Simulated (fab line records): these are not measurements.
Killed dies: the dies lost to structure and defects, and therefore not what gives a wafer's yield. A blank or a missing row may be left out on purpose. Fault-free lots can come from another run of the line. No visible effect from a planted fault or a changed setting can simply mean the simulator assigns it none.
Matching of chambers || flow n5 finfet || N5_HKMG_FIN_ALD_74 on ald hk-03 has 4 sister chambers
The step deposits La2O3, target thk 0.5 nm, pulse time 6 s, co reactant pulse time 1 s. 20 wafers are shown with their chamber, then 10 later ones without.

== WAFERS WITH THEIR CHAMBER ==
{"wafer": "L074.4", "chamber": 3, "heater power w (W)": 303, "precursor pulse height rel": 0.962}
{"wafer": "L074.5", "chamber": 0, "heater power w (W)": 301, "precursor pulse height rel": 1.009}
{"wafer": "L074.6", "chamber": 3, "heater power w (W)": 301, "precursor pulse height rel": 0.970}
{"wafer": "L075.3", "chamber": 1, "heater power w (W)": 301, "precursor pulse height rel": 0.997}
{"wafer": "L075.4", "chamber": 3, "heater power w (W)": 301, "precursor pulse height rel": 1.020}
{"wafer": "L075.5", "chamber": 0, "heater power w (W)": 303, "precursor pulse height rel": 0.995}
{"wafer": "L080.1", "chamber": 2, "heater power w (W)": 348, "precursor pulse height rel": 1.025}
{"wafer": "L080.2", "chamber": 3, "heater power w (W)": 303, "precursor pulse height rel": 0.988}
{"wafer": "L080.5", "chamber": 2, "heater power w (W)": 348, "precursor pulse height rel": 0.990}
{"wafer": "L081.2", "chamber": 1, "heater power w (W)": 298, "precursor pulse height rel": 1.000}
{"wafer": "L081.3", "chamber": 0, "heater power w (W)": 303, "precursor pulse height rel": 0.997}
{"wafer": "L081.6", "chamber": 3, "heater power w (W)": 296, "precursor pulse height rel": 1.002}
{"wafer": "L082.1", "chamber": 1, "heater power w (W)": 309, "precursor pulse height rel": 0.998}
{"wafer": "L082.4", "chamber": 2, "heater power w (W)": 342, "precursor pulse height rel": 1.021}
{"wafer": "L082.5", "chamber": 3, "heater power w (W)": 299, "precursor pulse height rel": 0.997}
{"wafer": "L088.1", "chamber": 2, "heater power w (W)": 348, "precursor pulse height rel": 0.999}
{"wafer": "L088.2", "chamber": 3, "heater power w (W)": 304, "precursor pulse height rel": 1.002}
{"wafer": "L088.5", "chamber": 2, "heater power w (W)": 354, "precursor pulse height rel": 1.007}
{"wafer": "L089.3", "chamber": 1, "heater power w (W)": 306, "precursor pulse height rel": 1.021}
{"wafer": "L089.5", "chamber": 2, "heater power w (W)": 350, "precursor pulse height rel": 0.996}

SIGNATURES (means of the wafers above)
{"reading": "heater power w", "chamber 0": 302.33, "chamber 1": 303.50, "chamber 2": 348.33, "chamber 3": 301.00, "scatter within a chamber": 3.51}
{"reading": "precursor pulse height rel", "chamber 0": 1.00033, "chamber 1": 1.00400, "chamber 2": 1.00633, "chamber 3": 0.99157, "scatter within a chamber": 0.0156}
Rule: a wafer lies at a distance from a chamber equal to the root of the sum of squares, over the readings, of (its reading less the chamber's mean, divided by the reading's scatter). If the next closest chamber is less than 2 further off than the closest, the wafer can't be placed; otherwise it belongs to the closest. The scatter: take each reading less its chamber's mean, square it, sum over the shown wafers, divide by the number of wafers less the number of chambers, and take the root.

== WAFERS WHOSE CHAMBER IS MISSING ==
{"wafer": "L089.6", "heater power w (W)": 313, "precursor pulse height rel": 0.972}
{"wafer": "L093.1", "heater power w (W)": 312, "precursor pulse height rel": 0.993}
{"wafer": "L093.2", "heater power w (W)": 302, "precursor pulse height rel": 0.970}
{"wafer": "L093.6", "heater power w (W)": 308, "precursor pulse height rel": 0.993}
{"wafer": "L096.1", "heater power w (W)": 305, "precursor pulse height rel": 0.989}
{"wafer": "L096.2", "heater power w (W)": 307, "precursor pulse height rel": 1.009}
{"wafer": "L096.4", "heater power w (W)": 301, "precursor pulse height rel": 0.984}
{"wafer": "L097.3", "heater power w (W)": 308, "precursor pulse height rel": 1.031}
{"wafer": "L097.4", "heater power w (W)": 303, "precursor pulse height rel": 1.000}
{"wafer": "L097.6", "heater power w (W)": 346, "precursor pulse height rel": 1.001}

== EACH ONE'S CHAMBER ==
{"wafer": "L089.6", "from the rows above": "can't be placed: 1 or 0 or 3", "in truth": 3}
{"wafer": "L093.1", "from the rows above": "can't be placed: 1 or 0 or 3", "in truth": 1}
{"wafer": "L093.2", "from the rows above": "can't be placed: 3 or 0 or 1", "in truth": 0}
{"wafer": "L093.6", "from the rows above": "can't be placed: 1 or 0 or 3", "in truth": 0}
{"wafer": "L096.1", "from the rows above": "can't be placed: 0 or 1 or 3", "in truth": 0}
{"wafer": "L096.2", "from the rows above": "can't be placed: 1 or 0 or 3", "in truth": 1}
{"wafer": "L096.4", "from the rows above": "can't be placed: 3 or 0 or 1", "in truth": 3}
{"wafer": "L097.3", "from the rows above": "can't be placed: 1 or 0 or 3", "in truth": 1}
{"wafer": "L097.4", "from the rows above": "can't be placed: 0 or 1 or 3", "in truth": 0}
{"wafer": "L097.6", "from the rows above": 2, "in truth": 2}
1 of 10 placed correctly. These rows do not allow placing 9 (true chamber among the candidates in 9). Wrongly placed: 0.
